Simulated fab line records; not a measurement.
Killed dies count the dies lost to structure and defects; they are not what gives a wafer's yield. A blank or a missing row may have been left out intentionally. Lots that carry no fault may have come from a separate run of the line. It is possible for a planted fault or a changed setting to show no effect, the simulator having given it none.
fab line records | flow nand-harc
record lots=13 | wafers=39 | last-day=24
route steps=1159 shown P_BONDPAD@375 A_ZERO_WELL@405 A_SOURCE_PLATE@416 END@1159
lots that met no fault: from a run of the same line without faults
start-h: hours from the record's first day to the start of the lot's first wafer shown | wait-h: hours elapsed since this lot's preceding step | " as in the row above | L1.1+2: one row covering several wafers at once | - no value, or no start was given | * or withheld: withheld | < > ~ a bound
route shown NAME@n: a module of which the file shows steps, and the number in the route of the first | usual: mean and standard deviation over wafers with no fault | same: alike in all rows | chamber/n: place in a boat | sites: readings site by site | _std_site: standard deviation across them | _edge_site: mean of outer sites minus mean of inner sites | radius-mm: how far each site lies from the wafer's centre | mask NAME#n: copy n | behind: tool/chamber where the wafer was last shaped | hold: cause of the lot's hold/its duration in hours/its outcome | device: which transistor (n, p or np) failed to switch | end of line: tests run on the same wafers once the route is complete | step lacking rows: just its recipe | killed: not the wafer's yield, but the dies lost to structure and defects at the first sort | map: shows each die of a wafer: x if killed, . if not, _ if none is there
set.NAME: the setting that was run; set.NAME@STEP: the one run at that earlier step | model.NAME: the simulator's own value behind a step, which no gauge read
route steps across a sampled set of lots; one table per step, one row per wafer
services: a tool's chamber out of use, with start hour (start-h, from the record's first day; less than 0 if before it), hours out, and reason
## steps
# step NHARC_P_BONDPAD_PRE_CLEAN_26
# recipe time-s=30 | temp-c=280 | gas=H2/He
# usual heater-power-w=391/33
# same time-s=30
lot.wafer | tool           | chamber | start-h | wait-h | heater-power-w
L211.3    | pvd-sputter-02 | -       | -       | -      | 336
L211.4    | "              | -       | "       | "      | 364
L211.1    | "              | -       | "       | "      | 379
L213.1    | pvd-sputter-02 | -       | -       | -      | 333
L213.2    | "              | -       | "       | "      | 370
L213.6    | "              | -       | "       | "      | 330
L212.3    | pvd-sputter-01 | -       | -       | -      | 442
L212.4    | "              | -       | "       | "      | 407
L212.5    | "              | -       | "       | "      | 372
L216.3    | pvd-sputter-02 | -       | -       | -      | 368
L216.1    | "              | -       | "       | "      | 389
L216.5    | "              | -       | "       | "      | 377
L218.4    | pvd-sputter-02 | -       | -       | -      | 396
L218.2    | "              | -       | "       | "      | 336
L218.3    | "              | -       | "       | "      | 384
L217.4    | pvd-sputter-03 | -       | -       | -      | 351
L217.1    | "              | -       | "       | "      | 398
L217.5    | "              | -       | "       | "      | 365
L220.1    | pvd-sputter-02 | -       | -       | -      | 343
L220.2    | "              | -       | "       | "      | 374
L220.5    | "              | -       | "       | "      | 382
L229.3    | pvd-sputter-01 | -       | -       | -      | 379
L229.2    | "              | -       | "       | "      | 398
L229.6    | "              | -       | "       | "      | 388
L227.2    | pvd-sputter-02 | -       | -       | -      | 361
L227.4    | "              | -       | "       | "      | 375
L227.6    | "              | -       | "       | "      | 343
L228.2    | pvd-sputter-01 | -       | -       | -      | 384
L228.1    | "              | -       | "       | "      | 401
L228.6    | "              | -       | "       | "      | 401
L230.1    | pvd-sputter-02 | -       | -       | -      | 374
L230.3    | "              | -       | "       | "      | 394
L230.5    | "              | -       | "       | "      | 380
L231.4    | pvd-sputter-01 | -       | -       | -      | 451
L231.2    | "              | -       | "       | "      | 386
L231.6    | "              | -       | "       | "      | 441
L233.3    | pvd-sputter-01 | -       | -       | -      | 451
L233.4    | "              | -       | "       | "      | 387
L233.5    | "              | -       | "       | "      | 458
# step NHARC_P_BONDPAD_CMP_19
# recipe t-overpolish-s=30 | cu-recess-touch-s=16 | target-thk-nm=160.81
# usual motor-current-A=11.8/0.98 | overpolish-run-s=30.000/0.0096
# same t-overpolish-s=30
lot.wafer | tool   | chamber | start-h | wait-h | motor-current-A | overpolish-run-s
L211.3    | cmp-03 | 0       | 124.16  | -      | 10.9            | 29.994
L211.1    | "      | 2       | "       | "      | 13.3            | 30.009
L211.4    | "      | 3       | "       | "      | 12.4            | 29.999
L213.2    | cmp-04 | 1       | 134.12  | -      | 10.5            | 30.007
L213.1    | "      | 2       | "       | "      | 12.4            | 29.986
L213.6    | "      | 0       | "       | "      | 12.9            | 30.015
L212.3    | cmp-03 | 1       | 135.04  | -      | 11.0            | 30.005
L212.4    | "      | 3       | "       | "      | 12.6            | 29.996
L212.5    | "      | 2       | "       | "      | 13.2            | 30.011
L216.1    | cmp-01 | 1       | 162.39  | -      | 12.5            | 30.000
L216.3    | "      | 2       | "       | "      | 11.3            | 30.013
L216.5    | "      | 1       | "       | "      | 12.3            | 30.004
L218.3    | cmp-03 | 2       | 167.32  | -      | 13.4            | 30.009
L218.2    | "      | 3       | "       | "      | 11.8            | 29.989
L218.4    | "      | 1       | "       | "      | 10.4            | 29.994
L217.1    | cmp-01 | 1       | 168.13  | -      | 11.6            | 29.993
L217.4    | "      | 3       | "       | "      | 12.2            | 30.005
L217.5    | "      | 0       | "       | "      | 12.3            | 29.995
L220.1    | cmp-03 | 2       | 183.58  | -      | 12.9            | 30.001
L220.2    | "      | 3       | "       | "      | 12.6            | 29.987
L220.5    | "      | 2       | "       | "      | 13.6            | 29.989
L229.2    | cmp-01 | 1       | 233.50  | -      | 12.5            | 30.008
L229.3    | "      | 0       | "       | "      | 12.0            | 30.003
L229.6    | "      | 2       | "       | "      | 11.4            | 30.006
L227.4    | cmp-03 | 3       | 233.99  | -      | 12.9            | 30.003
L227.2    | "      | 2       | "       | "      | 13.4            | 30.004
L227.6    | "      | 0       | "       | "      | 10.2            | 29.987
L228.2    | cmp-04 | 2       | 234.33  | -      | 12.4            | 30.002
L228.1    | "      | 3       | "       | "      | 10.8            | 29.997
L228.6    | "      | 2       | "       | "      | 12.4            | 29.985
L230.1    | cmp-01 | 0       | 241.30  | -      | 12.4            | 29.990
L230.3    | "      | 2       | "       | "      | 11.3            | 30.013
L230.5    | "      | 3       | "       | "      | 11.7            | 29.998
L231.2    | cmp-04 | 2       | 251.58  | -      | 11.9            | 29.996
L231.4    | "      | 1       | "       | "      | 10.5            | 29.986
L231.6    | "      | 2       | "       | "      | 12.3            | 29.991
L233.4    | cmp-04 | 2       | 261.54  | -      | 12.8            | 30.003
L233.3    | "      | 3       | "       | "      | 10.6            | 29.991
L233.5    | "      | 0       | "       | "      | 12.7            | 30.009
# step NHARC_A_ZERO_WELL_ETCH_13
# recipe target-depth-a=1200 | time-s=40.1 | hbr-flow-sccm=150 | cl2-flow-sccm=50 | rf-w=400 | icp-w=400 | bias-w=100 | chemistry=HBr/Cl2
# usual bias-w=100.01/0.27 | chamber-pressure-mTorr=14.999/0.014 | drypump-motor-current-A=5.9/0.48 | hbr-flow-sccm=149.9/0.48 | oes-product-au=1.002/0.0099 | throttle-valve-pct=26.407/0.008 | time-s=40.1/0
lot.wafer | tool      | chamber | start-h | wait-h | bias-w | chamber-pressure-mTorr | drypump-motor-current-A | hbr-flow-sccm | oes-product-au | rf-hours-counter-h | throttle-valve-pct | time-s
L211.1    | rie-si-05 | 1       | 126.39  | -      | 99.80  | 14.996                 | 5.4                     | 150.2         | 1.011          | 0.4                | 26.399             | 40.1
L211.4    | "         | 3       | "       | "      | 100.09 | 14.986                 | 6.0                     | 149.8         | 1.025          | 0.4                | 26.419             | 40.1
L211.3    | "         | 0       | "       | "      | 99.73  | 14.984                 | 6.5                     | 149.7         | 1.002          | 0.3                | 26.403             | 40.1
L213.1    | rie-si-01 | 1       | 136.28  | -      | 100.62 | 14.972                 | 6.0                     | 149.4         | 0.999          | 0.0                | 26.398             | 40.1
L213.2    | "         | 2       | "       | "      | 100.03 | 14.985                 | 5.7                     | 150.2         | 1.015          | 0.0                | 26.422             | 40.1
L213.6    | "         | 2       | "       | "      | 99.76  | 14.999                 | 5.8                     | 150.6         | 1.018          | -                  | 26.406             | 40.1
L212.4    | rie-si-06 | 3       | 137.27  | -      | 99.59  | 15.011                 | 5.7                     | 150.6         | 1.009          | 0.7                | 26.408             | 40.1
L212.3    | "         | 2       | "       | "      | 99.99  | 14.981                 | 5.1                     | 149.7         | 1.002          | 1.0                | 26.420             | 40.1
L212.5    | "         | 3       | "       | "      | 99.36  | 14.993                 | 5.7                     | 150.4         | 1.013          | -                  | 26.394             | 40.1
L216.3    | rie-si-06 | 0       | 164.64  | -      | 100.19 | 15.007                 | 5.1                     | 148.6         | 1.004          | 1.1                | 26.393             | 40.1
L216.1    | "         | 1       | "       | "      | 100.18 | 14.997                 | 6.2                     | 149.4         | 0.998          | 1.2                | 26.412             | 40.1
L216.5    | "         | 2       | "       | "      | 99.87  | 14.984                 | 5.1                     | 150.3         | 1.000          | -                  | 26.405             | 40.1
L218.3    | rie-si-05 | 1       | 169.39  | -      | -      | -                      | -                       | -             | -              | -                  | -                  | -
L218.4    | "         | 3       | "       | "      | -      | -                      | -                       | -             | -              | -                  | -                  | -
L218.2    | "         | 0       | "       | "      | -      | -                      | -                       | -             | -              | -                  | -                  | -
L217.4    | rie-si-05 | 0       | 170.19  | -      | -      | -                      | -                       | -             | -              | -                  | -                  | -
L217.1    | "         | 1       | "       | "      | -      | -                      | -                       | -             | -              | -                  | -                  | -
L217.5    | "         | 3       | "       | "      | -      | -                      | -                       | -             | -              | -                  | -                  | -
L220.1    | rie-si-05 | 1       | 185.83  | -      | -      | -                      | -                       | -             | -              | -                  | -                  | -
L220.2    | "         | 3       | "       | "      | -      | -                      | -                       | -             | -              | -                  | -                  | -
L220.5    | "         | 0       | "       | "      | -      | -                      | -                       | -             | -              | -                  | -                  | -
L229.3    | rie-si-05 | 2       | 235.73  | -      | 99.96  | 15.002                 | 5.7                     | 150.1         | 1.009          | 1.4                | 26.399             | 40.1
L229.2    | "         | 0       | "       | "      | 100.72 | 15.009                 | 6.5                     | 149.6         | 1.005          | 1.1                | 26.406             | 40.1
L229.6    | "         | 3       | "       | "      | 99.96  | 14.935                 | 6.0                     | 150.1         | 1.018          | -                  | 26.394             | 40.1
L227.4    | rie-si-06 | 0       | 236.33  | -      | 99.80  | 14.981                 | 5.1                     | 150.6         | 0.994          | 0.3                | 26.409             | 40.1
L227.2    | "         | 2       | "       | "      | 99.96  | 14.997                 | 5.1                     | 149.9         | 0.993          | 0.2                | 26.417             | 40.1
L227.6    | "         | 3       | "       | "      | 100.15 | 15.001                 | 5.7                     | 150.5         | 1.000          | -                  | 26.420             | 40.1
L228.1    | rie-si-01 | 3       | 236.63  | -      | 100.02 | 14.983                 | 6.5                     | 149.7         | 1.004          | 0.6                | 26.404             | 40.1
L228.2    | "         | 0       | "       | "      | 100.25 | 15.009                 | 6.6                     | 149.4         | 1.001          | 0.7                | 26.412             | 40.1
L228.6    | "         | 0       | "       | "      | 99.84  | 14.990                 | 6.6                     | 150.3         | 1.003          | -                  | 26.406             | 40.1
L230.3    | rie-si-01 | 0       | 243.51  | -      | 99.29  | 15.011                 | 6.6                     | 149.9         | 0.996          | 0.8                | 26.406             | 40.1
L230.1    | "         | 2       | "       | "      | 99.61  | 15.005                 | 5.7                     | 150.4         | 1.001          | 0.6                | 26.416             | 40.1
L230.5    | "         | 3       | "       | "      | 100.09 | 14.988                 | 6.5                     | 150.4         | 1.002          | -                  | 26.395             | 40.1
L231.4    | rie-si-05 | 3       | 253.66  | -      | 99.82  | 14.999                 | 6.0                     | 149.6         | 1.002          | 0.1                | 26.401             | 40.1
L231.2    | "         | 1       | "       | "      | 99.97  | 14.972                 | 5.4                     | 150.6         | 1.001          | 0.1                | 26.404             | 40.1
L231.6    | "         | 3       | "       | "      | 99.94  | 15.000                 | 6.0                     | 149.2         | 1.001          | -                  | 26.406             | 40.1
L233.4    | rie-si-05 | 3       | 263.70  | -      | 99.67  | 15.000                 | 6.0                     | 149.8         | 1.001          | 0.2                | 26.395             | 40.1
L233.3    | "         | 2       | "       | "      | 99.57  | 14.983                 | 5.6                     | 149.2         | 0.988          | 0.2                | 26.406             | 40.1
L233.5    | "         | 3       | "       | "      | 99.91  | 15.000                 | 6.0                     | 150.3         | 1.000          | -                  | 26.425             | 40.1
# step NHARC_A_SOURCE_PLATE_THK_MEAS_09
# recipe thk-meas-gauge=ellipsometry
# usual thk-nm=9.8/1
lot.wafer | tool          | chamber | start-h | wait-h | thk-nm
L211.1    | film-metro-02 | -       | 134.58  | 0.4    | 11.0
L211.3    | "             | -       | "       | "      | 8.8
L211.4    | "             | -       | "       | "      | 9.8
L213.1    | film-metro-01 | -       | 145.28  | 0.4    | 10.2
L213.2    | "             | -       | "       | "      | 8.2
L213.6    | "             | -       | "       | "      | 10.9
L212.3    | film-metro-02 | -       | 145.28  | 0.4    | 9.7
L212.4    | "             | -       | "       | "      | 10.8
L212.5    | "             | -       | "       | "      | 10.3
L216.1    | film-metro-02 | -       | 172.87  | 0.4    | 10.5
L216.3    | "             | -       | "       | "      | 10.2
L216.5    | "             | -       | "       | "      | 10.6
L228.1    | film-metro-02 | -       | 246.87  | 0.4    | 9.4
L228.2    | "             | -       | "       | "      | 11.2
L228.6    | "             | -       | "       | "      | 10.0
L229.2    | film-metro-01 | -       | 246.87  | 0.4    | 9.6
L229.3    | "             | -       | "       | "      | 9.1
L229.6    | "             | -       | "       | "      | 9.8
L227.2    | film-metro-01 | -       | 246.87  | 0.4    | 10.9
L227.4    | "             | -       | "       | "      | 8.6
L227.6    | "             | -       | "       | "      | 9.8
L230.1    | film-metro-02 | -       | 251.71  | 0.4    | 8.5
L230.3    | "             | -       | "       | "      | 8.3
L230.5    | "             | -       | "       | "      | 9.2
L231.2    | film-metro-02 | -       | 261.89  | 0.4    | 10.3
L231.4    | "             | -       | "       | "      | 10.1
L231.6    | "             | -       | "       | "      | 10.1
L233.3    | film-metro-02 | -       | 270.77  | 0.4    | 8.8
L233.4    | "             | -       | "       | "      | 8.2
L233.5    | "             | -       | "       | "      | 9.4
# step NHARC_END_SORT_01
# recipe temp-c=25
# usual killed-at-array=27/11 | killed-at-other=0.6/0.89 | killed-at-periphery=3.0/2.4 | killed-dies=31/12 | killed-open=3.2/1.6 | killed-short=2.0/1.5
# same gross-dies=677
lot.wafer | tool      | chamber | start-h | wait-h | killed-at-array | killed-at-other | killed-at-periphery | killed-dies | killed-open | killed-short
L217.1    | prober-02 | 0       | 472.58  | 2.5    | 669             | 0               | 8                   | 677         | 6           | 1
L217.4    | prober-02 | 0       | 474.99  | 3.4    | 667             | 2               | 8                   | 677         | 5           | 3
L217.5    | prober-02 | 0       | 475.79  | 3.7    | 675             | 0               | 2                   | 677         | 2           | 2
L218.2    | prober-02 | 0       | 481.20  | 2.8    | 674             | 1               | 2                   | 677         | 3           | 3
L218.3    | prober-02 | 0       | 481.99  | 3.1    | 674             | 2               | 1                   | 677         | 4           | 4
L218.4    | prober-02 | 0       | 482.78  | 3.4    | 669             | 4               | 4                   | 677         | 2           | 5
L220.1    | prober-02 | 0       | 498.77  | 2.4    | 674             | 1               | 2                   | 677         | 0           | 2
L220.2    | prober-02 | 0       | 499.57  | 2.8    | 674             | 0               | 3                   | 677         | 6           | 0
L220.5    | prober-02 | 0       | 501.97  | 3.7    | 675             | 1               | 1                   | 677         | 5           | 4
# killed by level:class
L217.1 A_ZERO_WELL:area-etch=656 A_CHANNEL_HOLE_D1:chamber-film-flake=7 P_M0:geometric-particle:open=3 P_STI:chamber-film-flake=3 A_CONTACT:chamber-film-flake=3 A_CHANNEL_FILL_D1:geometric-particle:open=2 P_CONTACT:geometric-particle:short=1 A_ONON_D1:geometric-particle:open=1
L217.4 A_ZERO_WELL:area-etch=651 A_CHANNEL_HOLE_D1:chamber-film-flake=6 A_CONTACT:chamber-film-flake=3 P_M0:geometric-particle:open=2 A_ONON_D1:geometric-particle:open=2 A_STAIRCASE:chamber-film-flake=2 A_SLIT:chamber-film-flake=2 THIN_TSV:chamber-film-flake=2
L217.5 A_ZERO_WELL:area-etch=658 A_CHANNEL_HOLE_D1:chamber-film-flake=7 A_CONTACT:chamber-film-flake=5 A_ONON_D1:geometric-particle:short=1 A_WL_FILL:geometric-particle:open=1 A_CONTACT:geometric-particle:short=1 A_BLC:geometric-particle:open=1 P_ZERO_WELL:chamber-film-flake=1
L218.2 A_ZERO_WELL:area-etch=642 A_CHANNEL_HOLE_D1:chamber-film-flake=13 A_SLIT:chamber-film-flake=7 A_STAIRCASE:chamber-film-flake=6 A_CHANNEL_FILL_D1:geometric-particle:short=2 A_CONTACT:chamber-film-flake=2 P_CONTACT:geometric-particle:open=1 P_M1:geometric-particle:short=1
L218.3 A_ZERO_WELL:area-etch=632 A_SLIT:chamber-film-flake=13 A_CHANNEL_HOLE_D1:chamber-film-flake=11 A_STAIRCASE:chamber-film-flake=9 A_CHANNEL_HOLE_D1:geometric-particle:short=2 A_CONTACT:chamber-film-flake=2 P_M0:geometric-particle:open=1 A_SOURCE_PLATE:geometric-particle:open=1
L218.4 A_ZERO_WELL:area-etch=633 A_SLIT:chamber-film-flake=12 A_CHANNEL_HOLE_D1:chamber-film-flake=8 A_STAIRCASE:chamber-film-flake=6 THIN_TSV:chamber-film-flake=4 A_CONTACT:chamber-film-flake=3 A_M0:geometric-particle:short=2 A_WL_FILL:chamber-film-flake=2
L220.1 A_ZERO_WELL:area-etch=638 A_CHANNEL_HOLE_D1:chamber-film-flake=13 A_SLIT:chamber-film-flake=8 A_STAIRCASE:chamber-film-flake=6 A_CONTACT:chamber-film-flake=6 P_GATE:chamber-film-flake=2 A_CHANNEL_FILL_D1:geometric-particle:short=1 A_WL_FILL:geometric-particle:short=1
L220.2 A_ZERO_WELL:area-etch=643 A_CHANNEL_HOLE_D1:chamber-film-flake=13 A_SLIT:chamber-film-flake=8 A_CONTACT:geometric-particle:open=2 A_M0:geometric-particle:open=2 A_CONTACT:chamber-film-flake=2 P_M1:geometric-particle:open=1 A_BLC:geometric-particle:open=1
L220.5 A_ZERO_WELL:area-etch=637 A_CHANNEL_HOLE_D1:chamber-film-flake=18 A_SLIT:chamber-film-flake=9 A_SGD_CUT:geometric-particle:short=2 A_ZERO_WELL:chamber-film-flake=2 P_CONTACT:geometric-particle:open=1 A_CHANNEL_HOLE_D1:geometric-particle:short=1 A_SGD_CUT:geometric-particle:open=1
## services
tool           | chamber | start-h | hours | kind
pvd-sputter-03 | -       | 102.07  | 10.0  | pm
cmp-04         | -       | 103.66  | 1.4   | repair
pvd-sputter-01 | -       | 120.94  | 9.4   | repair
cmp-01         | -       | 121.33  | 1.1   | repair
rie-si-01      | -       | 127.00  | 9.0   | pm
pvd-sputter-03 | -       | 132.23  | 4.0   | repair
cmp-01         | -       | 137.35  | 0.7   | repair
cmp-01         | -       | 143.86  | 4.0   | repair
cmp-03         | -       | 156.11  | 4.0   | pm
pvd-sputter-01 | -       | 158.00  | 10.0  | pm
cmp-01         | -       | 171.43  | 2.1   | repair
cmp-01         | -       | 179.63  | 4.0   | pm
rie-si-06      | -       | 183.03  | 9.0   | pm
cmp-03         | -       | 192.59  | 2.0   | repair
pvd-sputter-01 | -       | 195.19  | 0.7   | repair
cmp-04         | -       | 203.06  | 4.0   | pm
cmp-03         | -       | 213.87  | 0.9   | repair
pvd-sputter-01 | -       | 213.99  | 1.0   | repair
pvd-sputter-02 | -       | 214.05  | 10.0  | pm
rie-si-05      | 0       | 215.26  | 5.4   | repair
cmp-04         | -       | 222.83  | 1.5   | repair
rie-si-06      | 2       | 223.08  | 11.4  | repair
rie-si-05      | -       | 239.00  | 9.0   | pm
cmp-03         | -       | 254.11  | 4.0   | pm
## key
first-sign step=NHARC_A_ZERO_WELL_ETCH_13 | reading=tool-record | direction=missing
effect step=NHARC_END_SORT_01 | reading=killed-at-array | direction=up | sigmas=59 | usual=27 | struck=672
more-kills-born-at NHARC_A_ZERO_WELL_ETCH_13@rie-si-05=5790
met-at NHARC_A_ZERO_WELL_ETCH_13
struck-lots L217,L218,L220
later-rows-left-out L217.1,L217.4,L217.5,L218.2,L218.3,L218.4,L220.1,L220.2,L220.5
tester-left-out L217,L218,L220
not-acting-at NHARC_P_BONDPAD_PRE_CLEAN_26,NHARC_P_BONDPAD_CMP_19,NHARC_A_SOURCE_PLATE_THK_MEAS_09
onset-between 126.39 169.39
fault kind=skipped-step-whole | tool=rie-si-05 | chamber=- | onset-h=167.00 | steps=NHARC_A_ZERO_WELL_ETCH_13 | scope=struck-lots-only
# tester-left-out: of these lots the tester's yield and bins aren't shown, on N5 and GAA mostly nor the transistor test; their killed dies are dies lost to structure and defects alone, not to doping, threshold or leakage, so they don't give the yield
# later-rows-left-out: the simulator's readings of these wafers behind a module that went badly wrong aren't trusted and aren't shown, but for the sort
